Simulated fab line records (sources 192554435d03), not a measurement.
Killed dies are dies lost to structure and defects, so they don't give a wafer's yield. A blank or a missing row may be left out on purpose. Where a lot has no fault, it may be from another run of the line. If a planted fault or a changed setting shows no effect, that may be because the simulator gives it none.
Lot-split experiment -- flow n5-finfet -- 21 wafers read from 7 lots, route of 1938 steps

== THE SPLIT ITSELF ==
At N5_BEOL_M3_ILD_DEP_00 (deposits SiOC from DEMS/O2, target thk 79 nm, time 15.3 s), the setting time-s was moved away from the recipe's 15.3 s on 4 of the 21 wafers read, by +5.2% to +9.5%. For the rest of the wafers, this setting stayed at what the recipe calls for.

Between the split and the reading, the file records no step.

== THE READING ==
At N5_BEOL_M3_THK_MEAS_01: M3_ILD_THK, given in nm. A value of 79.0 nm with a standard deviation of 0.93 nm is what fault-free wafers of this fab line usually give.

wafer,"tool, chamber at the split","time-s as run, s",against the recipe,"M3_ILD_THK, nm",against lot-mates on the recipe
L079.1,"pecvd-02, 1",15.3,recipe,78.3,-
L079.4,"pecvd-02, 0",15.3,recipe,79.3,-
L079.6,"pecvd-02, 1",15.3,recipe,78.6,-
L080.2,"pecvd-04, 1",15.3,recipe,77.9,-
L080.3,"pecvd-04, 0",15.3,recipe,79.1,-
L080.6,"pecvd-04, 0",15.3,recipe,79.1,-
L083.2,"pecvd-04, 1",15.3,recipe,76.8,-
L083.3,"pecvd-04, 0",15.3,recipe,77.1,-
L083.4,"pecvd-04, 2",15.3,recipe,78.6,-
L086.4,"pecvd-02, 2",15.3,recipe,79.9,-
L086.5,"pecvd-02, 0",15.3,recipe,78.0,-
L086.6,"pecvd-02, 1",15.3,recipe,79.0,-
L088.1,"pecvd-01, 1",15.3,recipe,77.9,-
L088.4,"pecvd-01, 1",16.1,+5.2%,83.6,+5.0
L088.6,"pecvd-01, 2",15.3,recipe,79.2,-
L089.4,"pecvd-01, 2",15.3,recipe,79.5,-
L089.5,"pecvd-01, 0",16.46,+7.6%,86.4,+7.0
L089.6,"pecvd-01, 1",15.3,recipe,79.4,-
L094.2,"pecvd-04, 0",16.76,+9.5%,87.1,+7.4
L094.3,"pecvd-04, 2",16.76,+9.5%,87.5,+7.8
L094.6,"pecvd-04, 1",15.3,recipe,79.7,-

THE FIT
A straight line over all 21 wafers: M3_ILD_THK changes by +0.932 nm for each +1% of time-s; r = +0.97; the points scatter about the line by 0.84 nm.
The same after taking each lot's own level away (the mean of its wafers on the recipe; 21 wafers): +0.837 nm for each +1%; r = +0.98; scatter 0.62 nm.
According to that fit, moving time-s by its largest amount changes the reading by 8 nm.
The lots' own levels span 77.50 to 79.70 nm, that is 2.4 times the standard deviation above.
So the slope is not independent of the lot-to-lot level: the two fits are not the same.
Check: +8.33 nm against its lot-mates is what the line predicts for one of the wafers moved furthest among these (+9.5%) when that wafer is left out of the fit. Against them it came out at +7.4 nm.

== THESE WAFERS: OTHER SPLITS ==
Note: prior to the reading, these wafers also went through further splits. Each is held against what the fit with the lots' levels taken away leaves over:
other split on the same wafers,wafers away from the commonest value,r with M3_ILD_THK (lot level and that fit taken away)
N5_BEOL_M0_SAQP_PECVD_96 time-s,8,-0.01
N5_BEOL_M1_PECVD_72 time-s,7,+0.21
N5_BEOL_M1_COAT_61 spin-rpm,9,+0.10
N5_BEOL_M1_SPUTTER_48 time-s,8,-0.09
N5_BEOL_M2_TRENCH_ETCH_37 bias-w,5,+0.02

== THE WHOLE CHAIN: every reading that the file lists as answering this split, in the file's order ==
step,what it does,reading,change (the file's fit),r (the file's)
N5_BEOL_M3_ILD_DEP_00,"deposits SiOC from DEMS/O2, target thk 79 nm, time 15.3 s","SiOC_of_BEOL_M3_ILD_DEP_00.thk-nm (the simulator's own value, which no gauge read)",+0.853 nm for each +1% of the setting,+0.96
N5_BEOL_M3_THK_MEAS_01,,M3_ILD_THK,+0.864 for each +1% of the setting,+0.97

== FILE'S OWN FIT ==
M3_ILD_THK changes by +0.864 nm for each +1% of time-s, r = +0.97.
